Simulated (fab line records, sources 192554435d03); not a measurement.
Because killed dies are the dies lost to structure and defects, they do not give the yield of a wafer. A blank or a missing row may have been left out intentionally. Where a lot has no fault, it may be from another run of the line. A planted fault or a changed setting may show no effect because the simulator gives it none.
Matching of chambers | flow n5_finfet | N5_SDB_CUT_ETCH_26 on rie_si-05: 4 sister chambers
The step etches Si in HBr/Cl2/O2, target depth 129.6 nm, bt time 20 s, time 51.8 s. 4 wafers are shown with their chamber, then 8 later ones without.

## WAFERS PAIRED WITH THEIR CHAMBERS
wafer  | chamber | he_backside_leak_sccm (sccm)
L082.1 | 2       | 3.4
L082.5 | 3       | 2.6
L092.6 | 0       | 2.3
L094.1 | 1       | 2.5

## WAFERS WITH NO CHAMBER GIVEN
wafer  | he_backside_leak_sccm (sccm)
L094.2 | 2.3
L094.4 | 2.6
L095.4 | 2.3
L095.5 | 3.1
L095.6 | 2.5
L097.2 | 2.5
L097.3 | 2.6
L097.6 | 2.3

## WHICH CHAMBER EACH WENT THROUGH
wafer  | from the rows above          | in truth
L094.2 | can't be placed: 0 or 1      | 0
L094.4 | can't be placed: 3 or 1      | 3
L095.4 | can't be placed: 0 or 1      | 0
L095.5 | can't be placed: 2 or 3      | 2
L095.6 | can't be placed: 1 or 3 or 0 | 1
L097.2 | can't be placed: 1 or 3 or 0 | 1
L097.3 | can't be placed: 3 or 1      | 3
L097.6 | can't be placed: 0 or 1      | 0
0 of 8 placed correctly. Not placeable from these rows: 8 (in 8, the candidates include the true chamber). 0 placed wrongly.
How it was worked out, from the rows above alone: a wafer's distance from a chamber is the root of the sum, over the readings, of the square of ((its reading less the chamber's mean) divided by the reading's scatter). If the next closest chamber is less than 2 further off than the closest, the wafer can't be placed; otherwise it belongs to the closest. A chamber's mean is the mean of its shown wafers. The scatter: with one shown wafer a chamber, the root of the mean of the squares of how far each hidden wafer lies from its nearest shown one.
